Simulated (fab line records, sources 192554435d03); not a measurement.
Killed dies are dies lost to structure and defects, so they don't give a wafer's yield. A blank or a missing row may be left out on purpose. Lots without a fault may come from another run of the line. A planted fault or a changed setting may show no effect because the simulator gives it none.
fab line records | flow n5_finfet
record lots=4 wafers=12 last_day=16
route steps=1938 shown WELL_APT@36 PMOS_HMC_CHANNEL_EPI@57 BEOL_M4@1111 PASSIVATION@1936
lots that met no fault: from a run of the same line without faults
start_h: hours from the record's first day to the start of the lot's first wafer shown | wait_h: hours since the lot's step before | " the same as in the row above | L1.1+2: a row that stands for several wafers | - no value, or no start given | * or withheld: withheld | < > ~ a bound
route shown NAME@n: a module of which the file shows steps, and the number in the route of the first | usual: mean/standard deviation of fault-free wafers | same: alike in all rows | chamber/n: place in a boat | sites: the reading at each site | _std_site: their standard deviation | _edge_site: outer sites' mean less inner sites' | radius_mm: how far each site lies from the wafer's centre | mask NAME#n: copy n | behind: the tool/chamber that last shaped the wafer | hold: why the lot was held/for how many hours/how that ended | device: the transistor (n, p or np) that didn't switch | end of line: the same wafers' tests at the end of the route | a step without rows: its recipe alone | killed: dies lost to structure and defects at the first sort, not the wafer's yield | map: a wafer's dies, x killed, . not, _ none there
set.NAME: the setting as run; set.NAME@STEP: as run at that earlier step | model.NAME: the simulator's own value behind a step, which no gauge read
lots at some steps of the route; a table a step, a row a wafer
services: from which hour (start_h, from the record's first day; less than 0 if before it) a tool's chamber was out of use, for how many hours, and why
## steps
# step N5_WELL_APT_COAT_19
# recipe spin_rpm=1357 resist_thk_nm=950
# step N5_WELL_APT_EBR_21
# recipe solvent=PGMEA ebr_width_mm=1.5
# step N5_WELL_APT_SOFTBAKE_20
# recipe temp_c=130 time_s=60
# step N5_WELL_APT_EXPOSE_22
# recipe mask_id=PWELL na=0.8 source_shape=conventional sigma_outer=0.8 polarization=unpolarized defocus_nm=0 target_cd_nm=200 dose_mj=23.2
# step N5_WELL_APT_PEB_23
# recipe peb_temp_c=130 peb_time_s=90
# step N5_WELL_APT_DEVELOP_24
# recipe develop_time_s=45 rinse_liquid=surfactant_rinse dry=air_spin dev_temp_c=21
# step N5_WELL_APT_HARDBAKE_29
# recipe temp_c=130 time_s=120
# step N5_WELL_APT_DESCUM_30
# recipe chemistry=O2 time_s=7.9 source_power_w=50 bias_power_w=20 pressure_mtorr=20 rf_frequency_hz=2.712e+07 temp_c=40 o2_flow_sccm=225
# step N5_WELL_APT_IMPLANT_31
# recipe species=B energy_kev=60 dose_cm2=1.5e+13 tilt_deg=0 rotation_deg=0
# step N5_WELL_APT_IMPLANT_32
# recipe species=BF2 energy_kev=50 dose_cm2=2e+13 tilt_deg=0 rotation_deg=0
# usual beam_energy_keV=50.000/0.016 dose_ions_cm2=1.9998e+13/2.2e+10 faraday_current_uA=253/5.3
# columns lot.wafer tool chamber start_h wait_h beam_energy_keV dose_ions_cm2 faraday_current_uA
L804.1 implanter-01 0 69.61 0.1 50.009 2.006e+13 255
L804.2 " 0 " " 50.006 2.002e+13 265
L804.6 " 0 " " 50.018 2.0048e+13 259
L808.2 implanter-01 0 93.35 0.1 49.999 1.98e+12 26
L808.3 " 0 " " 50.001 1.977e+12 26
L808.4 " 0 " " 49.996 2.007e+12 25
L810.1 implanter-01 0 107.78 0.1 50.020 1.984e+12 26
L810.3 " 0 " " 50.012 2.037e+12 26
L810.6 " 0 " " 50.020 2.041e+12 26
L811.1 implanter-02 0 111.65 0.1 49.973 2.0005e+13 238
L811.4 " 0 " " 49.985 1.9975e+13 246
L811.5 " 0 " " 49.982 1.9994e+13 258
# step N5_WELL_APT_STRIP_33
# recipe chemistry=SPM time_s=900 temp_c=130 h2so4_h2o2_vol_ratio=4 dry=ipa_marangoni
# step N5_WELL_APT_RTA_34
# recipe temp_c=1000 time_s=10 ambient=N2 idle_temp_c=600 ramp_up_c_per_s=150 ramp_down_c_per_s=60 cool_to_c=600
# step N5_WELL_APT_OXIDE_STRIP_42
# recipe chemistry=dHF dilution=25:1 time_s=45 temp_c=25 target=SiO2 target_depth_a=120
# step N5_WELL_APT_PRECLEAN_36
# recipe chemistry=O3/DIW time_s=45 temp_c=22 o3_ppm=10
# step N5_WELL_APT_PRECLEAN_39
# recipe chemistry=dHF time_s=60 dilution=150:1 temp_c=25
# step N5_WELL_APT_SRD_37
# recipe dry=ipa_marangoni do_ppb=5 time_s=30 temp_c=23 rinse_liquid=diw
# step N5_WELL_APT_EPI_41
# recipe material=Si target_thk_a=500 temp_c=650 precursor=SiH4/H2 pressure_torr=20 time_s=297.7
# step N5_PMOS_HMC_CHANNEL_EPI_HM_DEP_34
# recipe material=SiO2 target_thk_a=360 temp_c=400 precursor=TEOS/O2 pressure_torr=6.5 rf_w=900 teos_flow_sccm=161.4 gas=O2 flow_sccm=2650 time_s=6.9
# step N5_PMOS_HMC_CHANNEL_EPI_COAT_31
# recipe resist=BARC temp_c=205 time_s=60 spin_rpm=1500 resist_thk_nm=66
# step N5_PMOS_HMC_CHANNEL_EPI_COAT_03
# recipe resist=CAR-ArF-block spin_rpm=1500 resist_thk_nm=205
# step N5_PMOS_HMC_CHANNEL_EPI_EBR_05
# recipe solvent=PGMEA ebr_width_mm=1.5
# step N5_PMOS_HMC_CHANNEL_EPI_SOFTBAKE_04
# recipe temp_c=110 time_s=60 resist=CAR-ArF-block
# step N5_PMOS_HMC_CHANNEL_EPI_EXPOSE_06
# recipe mask_id=PMOS_HMC_BLK na=1.35 source_shape=conventional sigma_outer=0.8 polarization=unpolarized target_cd_nm=240 dose_mj=41
# step N5_PMOS_HMC_CHANNEL_EPI_PEB_07
# recipe peb_temp_c=110 peb_time_s=60 resist=CAR-ArF-block
# step N5_PMOS_HMC_CHANNEL_EPI_DEVELOP_08
# recipe develop_time_s=30 developer=TMAH resist=CAR-ArF-block dev_temp_c=23 rinse_liquid=diw dry=air_spin
# step N5_PMOS_HMC_CHANNEL_EPI_DESCUM_14
# recipe chemistry=O2 time_s=7.9 source_power_w=50 bias_power_w=20 pressure_mtorr=20 rf_frequency_hz=2.712e+07 temp_c=40 resist=CAR-ArF-block o2_flow_sccm=225
# step N5_PMOS_HMC_CHANNEL_EPI_ETCH_32
# recipe chemistry=N2/H2 target=BARC stop_on=SiO2 target_depth_a=858 over_etch_frac=0.3 time_s=50.3 ion_energy_ev=200 mask_material=CAR-ArF-block pressure_mtorr=30 source_w=840 bias_w=150 n2_flow_sccm=200 h2_flow_sccm=200
# step N5_PMOS_HMC_CHANNEL_EPI_HM_OPEN_15
# recipe chemistry=CHF3/O2 target=SiO2 mask_material=CAR-ArF-block target_depth_a=406 CHF3_flow_sccm=50 O2_flow_sccm=5 Ar_flow_sccm=200 time_s=20.3 pressure_mtorr=30 source_w=650 bias_w=170 ion_energy_ev=200
# step N5_PMOS_HMC_CHANNEL_EPI_STRIP_33
# recipe chemistry=N2/H2 power_w=500 temp_c=40 pressure_mtorr=50 rf_frequency_hz=6e+07 overash_fraction=0.3 bias_power_w=8 h2_frac=0.5 n2_flow_sccm=300 h2_flow_sccm=300
# step N5_PMOS_HMC_CHANNEL_EPI_STRIP_17
# recipe chemistry=SPM time_s=750 temp_c=130 h2so4_h2o2_vol_ratio=4 dry=ipa_marangoni
# step N5_PMOS_HMC_CHANNEL_EPI_ETCH_38
# recipe chemistry=CF4 target=SiO2 target_depth_a=15 ion_energy_ev=350 pressure_mtorr=10 icp_w=800 bias_w=400 cf4_flow_sccm=80
# step N5_PMOS_HMC_CHANNEL_EPI_FIN_RECESS_16
# recipe chemistry=HBr/Cl2 target=Si mask_material=SiO2 target_depth_a=540 time_s=18 pressure_mtorr=10 icp_w=800 bias_w=75 HBr_flow_sccm=150 Cl2_flow_sccm=80
# step N5_PMOS_HMC_CHANNEL_EPI_PRECLEAN_36
# recipe chemistry=O3/DIW time_s=45 temp_c=22 o3_ppm=10
# step N5_PMOS_HMC_CHANNEL_EPI_PRECLEAN_18
# recipe chemistry=DHF time_s=30 temp_c=25 dilution=withheld
# step N5_PMOS_HMC_CHANNEL_EPI_SRD_19
# recipe dry=ipa_marangoni do_ppb=5 time_s=30 temp_c=23 rinse_liquid=diw
# step N5_BEOL_M4_RC_MEAS_101
# usual CJ_N=4.33/0.1 DIBL_N=36.9/1.6 DIBL_P=37.1/2 IOFF_N=0.17/0.032 IOFF_N_85C=3.3/0.51 IOFF_N_LIN=0.077/0.012 IOFF_P=0.22/0.036 ION_N=674/12 ION_P=463/7.8 RS_PWELL=3011/23 SS_N=71.7/0.63 SS_P=73.5/0.62 VT_N=249/3.3 VT_P=-250/3.5
# columns lot.wafer tool chamber start_h wait_h CJ_N DIBL_N[mV/V] DIBL_P[mV/V] IOFF_N[nA/um] IOFF_N_85C[nA/um] IOFF_N_LIN[nA/um] IOFF_P[nA/um] ION_N[uA/um] ION_P[uA/um] RS_PWELL[ohm/sq] SS_N[mV/dec] SS_P[mV/dec] VT_N[mV] VT_P[mV]
L804.1 prober-02 0 229.13 0.2 4.37 38.1 40.4 0.21 3.9 0.091 0.27 687 465 3010 71.7 74.8 246 -247
L804.2 " 0 " " 4.51 36.9 37.7 0.18 3.4 0.076 0.22 676 456 3022 71.7 73.7 249 -251
L804.6 " 0 " " 4.27 32.9 35.0 0.12 2.5 0.059 0.18 668 463 2993 70.4 72.9 253 -250
L808.2 prober-01 0 241.92 0.2 1.42 78.4 37.4 7.40 77.2 0.319 0.23 707 460 3208 112.9 73.7 240 -250
L808.3 " 0 " " 1.40 57.4 36.4 1.78 23.4 0.165 0.19 690 456 3170 93.8 73.2 245 -251
L808.4 " 0 " " 1.42 84.3 37.3 9.21 92.7 0.350 0.23 698 458 3171 119.3 73.4 241 -253
L810.1 prober-01 0 257.27 0.0 1.35 42.4 35.5 0.45 7.4 0.099 0.19 683 462 3205 78.0 73.1 245 -250
L810.3 " 0 " " 1.42 66.9 39.3 4.39 49.7 0.252 0.25 711 468 3184 103.2 74.0 238 -246
L810.6 " 0 " " 1.41 66.9 39.2 4.30 48.7 0.249 0.24 707 462 3187 103.2 74.1 242 -248
L811.1 prober-01 0 275.38 0.0 4.34 38.6 40.8 0.22 4.1 0.096 0.26 691 464 3001 72.4 74.4 244 -247
L811.4 " 0 " " 4.39 36.2 37.5 0.16 3.2 0.074 0.22 671 463 2996 72.7 73.4 251 -250
L811.5 " 0 " " 4.27 39.0 42.0 0.25 4.6 0.107 0.31 692 473 3008 72.6 75.1 245 -248
# step N5_PASSIVATION_PROBE_49
# usual defect_limited_yield=90.9/1.6 killed_at_M0_to_M3=34/11 killed_at_M4_up=14/5.7 killed_at_contacts=13/6.5 killed_at_front_end=43/11 killed_at_other=4/3.1 killed_dies=107/19 killed_open=71/14 killed_short=35/7.9 sort_bin_4_leakage=0/0 sort_bin_5_function=5.3/1.1 sort_bin_6_memory=3.4/0.74 sort_n_pass=1073/19 sort_yield_pct=90.9/1.6
# same gross_dies=1180 killed_at_back_side=0 sort_bin_8_speed[%]=0
# columns lot.wafer tool chamber start_h wait_h defect_limited_yield[%] killed_at_M0_to_M3 killed_at_M4_up killed_at_contacts killed_at_front_end killed_at_other killed_dies killed_open killed_short sort_bin_4_leakage[%] sort_bin_5_function[%] sort_bin_6_memory[%] sort_n_pass sort_yield_pct[%]
L804.1 prober-01 - 331.76 0.0 91.4 37 10 10 41 3 101 71 30 0 5.1 3.0 1079 91.4
L804.2 prober-01 - 331.81 0.1 93.0 32 17 11 19 4 83 54 28 0 4.2 2.5 1097 93.0
L808.2 prober-02 - 349.97 0.1 90.8 27 14 17 50 1 109 79 30 90.76 5.3 3.4 0 0
L808.3 prober-02 - 350.02 0.1 90.7 37 16 13 40 4 110 82 28 90.68 5.0 4.2 0 0
L808.4 prober-02 - 350.07 0.2 92.5 26 14 11 33 4 88 64 23 92.54 4.4 2.6 0 0
L810.1 prober-02 - 357.14 0.0 90.3 45 23 7 35 5 115 85 30 25.08 6.3 3.3 769 65.2
L810.3 prober-02 - 357.24 0.1 91.7 30 23 18 24 3 98 66 30 91.69 4.2 3.7 0 0
L810.6 prober-02 - 357.39 0.3 90.0 42 29 9 36 2 118 90 27 90.00 6.3 3.6 0 0
L811.1 prober-02 - 380.24 0.8 90.8 24 11 8 66 0 109 73 34 0 5.3 3.1 1071 90.8
# killed by level:class
L804.1 BEOL_M2:geometric_particle:open=15 STI_FIN_REVEAL:geometric_particle:open=10 GATE_CUT:geometric_particle:short=10 MOL_CONTACT_COAG:geometric_particle:open=10 BEOL_M0_SAQP:geometric_particle:open=5 BEOL_M0_SAQP:geometric_particle:short=5 FIN_SAQP:geometric_particle:open=3 DUMMY_GATE:geometric_particle:open=3
L804.2 MOL_CONTACT_COAG:geometric_particle:open=9 BEOL_M4:geometric_particle:open=9 BEOL_M3:geometric_particle:open=8 BEOL_M0_SAQP:geometric_particle:short=6 GATE_CUT:geometric_particle:short=4 BEOL_M0_SAQP:geometric_particle:open=4 BEOL_M2:geometric_particle:open=4 BEOL_M0:geometric_particle:open=3
L808.2 STI_FIN_REVEAL:geometric_particle:open=19 MOL_CONTACT_COAG:geometric_particle:open=12 BEOL_M3:geometric_particle:open=11 BEOL_M4:geometric_particle:open=10 GATE_CUT:geometric_particle:short=8 DUMMY_GATE:geometric_particle:open=6 FIN_SAQP:geometric_particle:open=5 MOL_CONTACT_COAG:geometric_particle:short=5
L808.3 STI_FIN_REVEAL:geometric_particle:open=13 MOL_CONTACT_COAG:geometric_particle:open=13 BEOL_M1:geometric_particle:open=9 BEOL_M0_SAQP:geometric_particle:short=7 FIN_SAQP:geometric_particle:open=6 BEOL_M0:geometric_particle:open=5 BEOL_M2:geometric_particle:open=5 BEOL_M4:geometric_particle:open=5
L808.4 MOL_CONTACT_COAG:geometric_particle:open=10 FIN_SAQP:geometric_particle:open=8 BEOL_M2:geometric_particle:open=8 STI_FIN_REVEAL:geometric_particle:open=6 DUMMY_GATE:geometric_particle:open=6 BEOL_M3:geometric_particle:open=6 BEOL_M1:geometric_particle:open=3 BEOL_M4:geometric_particle:open=3
L810.1 BEOL_M4:geometric_particle:open=16 BEOL_M3:geometric_particle:open=15 DUMMY_GATE:geometric_particle:open=8 BEOL_M1:geometric_particle:open=8 FIN_SAQP:geometric_particle:short=7 MOL_CONTACT_COAG:geometric_particle:open=6 BEOL_M0_SAQP:geometric_particle:open=6 BEOL_M2:geometric_particle:open=6
L810.3 MOL_CONTACT_COAG:geometric_particle:open=14 BEOL_M4:geometric_particle:open=6 FIN_SAQP:geometric_particle:open=5 BEOL_M0_SAQP:geometric_particle:open=5 BEOL_M3:geometric_particle:open=5 MOL_CONTACT_COAG:geometric_particle:short=4 BEOL_M0_SAQP:geometric_particle:short=4 BEOL_M1:geometric_particle:short=4
L810.6 BEOL_M4:geometric_particle:open=19 FIN_SAQP:geometric_particle:open=12 BEOL_M3:geometric_particle:open=10 BEOL_M1:geometric_particle:open=9 MOL_CONTACT_COAG:geometric_particle:open=7 BEOL_M0_SAQP:geometric_particle:short=6 DUMMY_GATE:geometric_particle:open=5 BEOL_M0_SAQP:geometric_particle:open=5
L811.1 FIN_SAQP:geometric_particle:short=20 FIN_SAQP:geometric_particle:open=17 STI_FIN_REVEAL:geometric_particle:open=9 BEOL_M2:geometric_particle:open=8 BEOL_M4:geometric_particle:open=7 MOL_CONTACT_COAG:geometric_particle:open=7 BEOL_M0_SAQP:geometric_particle:open=7 STARTING-WAFER:geometric_particle:open=5
# map L808.3 (x killed, . not)
_________________........x...________________
______________...........x..xx.._____________
___________...................x....__________
__________.....x...x................_________
________.xx................x...x...xx._______
_______....x..x....x...................______
______.......x..x.............x........._____
_____..x.xx.............x.x.....x........____
____.......................x..............___
___x..x.............x..................x...__
___........................x...............__
__.xx.............x............x.....x......_
__...............................x.........._
_.............x....x.xx.................x.xxx
_..........xx....................xx..x.......
_...x.......x.............x........x.....x.x.
_...........................x.....x..........
_.......x.........x..........................
_........................x....x....x........x
_.............x.......x.x.......x............
_..............xx.......................x...x
__......x..x.............................x.._
__.............x...x......xx.......x..x....._
___.............x.............x............__
___..x.....x..........x...x............x...__
____.......x....x............x..x.xx....x.___
_____...x.x..x.......x............x......____
______...................x......x..x...._____
_______...............................x______
________...............x.............._______
__________..........x..............._________
___________........................__________
______________........x....x.x.._____________
_________________..........x.________________
# map L810.6 (x killed, . not)
_________________......x.....________________
______________.......x.......x.._____________
___________................x....x..__________
__________..xx..........x.x........._________
________x...x..x............x..x......_______
_______.............x.....x........x...______
______....xx............................_____
_____.................x.......x..x.......____
____.............x...............x........___
___.....x........x......x..x.........x.....__
___..x........x...........xx.x........x..x.__
__.x..x.............x......................x_
__x........xx.xx...x.xx............x...x...._
_............x.....x.x.......xx......x.......
_..................x....x...x.....xx...x..x..
_..................................x....xx...
_............x.....x..............x.xx.......
_...x.........x............................x.
_.........x...............x.........x........
_............x.............x.................
_x.......xx......x.x.......x.............x...
__x........x...............x....x...x....x.._
__.......x..............x.........x..x......_
___...x..............x.....................__
___...x...........................x........__
____..................x..................x___
_____....x...........................x...____
______.........................x......x._____
_______.x........x.......x.............______
________....x........................._______
__________.x...........x............_________
___________....................x...__________
______________..x.x.x....x......_____________
_________________.........x..________________
## services
# columns tool chamber start_h hours kind
implanter-01 - 64.22 3.8 repair
implanter-02 - 69.29 1.4 repair
implanter-01 - 83.93 0.6 repair
## key
first_sign step=N5_WELL_APT_IMPLANT_32 reading=dose_ions_cm2 direction=down sigmas=99+ usual=1.9998e+13 struck=2.004e+12
effect step=N5_WELL_APT_IMPLANT_32 reading=faraday_current_uA direction=down sigmas=43 usual=253 struck=26
effect step=N5_BEOL_M4_RC_MEAS_101 reading=IOFF_N direction=up sigmas=99+ usual=0.17 struck=4.59
effect step=N5_BEOL_M4_RC_MEAS_101 reading=IOFF_N_85C direction=up sigmas=91 usual=3.3 struck=49.8
effect step=N5_BEOL_M4_RC_MEAS_101 reading=SS_N direction=up sigmas=48 usual=71.7 struck=101.7
effect step=N5_BEOL_M4_RC_MEAS_101 reading=CJ_N direction=down sigmas=29 usual=4.33 struck=1.40
effect step=N5_BEOL_M4_RC_MEAS_101 reading=DIBL_N direction=up sigmas=18 usual=36.9 struck=66.1
effect step=N5_BEOL_M4_RC_MEAS_101 reading=IOFF_N_LIN direction=up sigmas=14 usual=0.077 struck=0.239
effect step=N5_BEOL_M4_RC_MEAS_101 reading=RS_PWELL direction=up sigmas=7.7 usual=3011 struck=3187
effect step=N5_BEOL_M4_RC_MEAS_101 reading=VT_N direction=down sigmas=2.3 usual=249 struck=242 wafers_moved=3
effect step=N5_BEOL_M4_RC_MEAS_101 reading=ION_N direction=up sigmas=2 usual=674 struck=699 wafers_moved=3
effect step=N5_PASSIVATION_PROBE_49 reading=sort_bin_4_leakage direction=up sigmas=99+ usual=0 struck=80.13
met_at N5_WELL_APT_IMPLANT_32
struck_wafers L808.2,L808.3,L808.4,L810.1,L810.3,L810.6
onset_between 69.61 93.35
fault kind=process_parameter_drift tool=implanter-01 chamber=- onset_h=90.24 steps=N5_WELL_APT_IMPLANT_32 channel=dose_cm2 offset=-1.8e+13 shape=step end_h=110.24 acts_in=these_recipes_only stated=2e+13
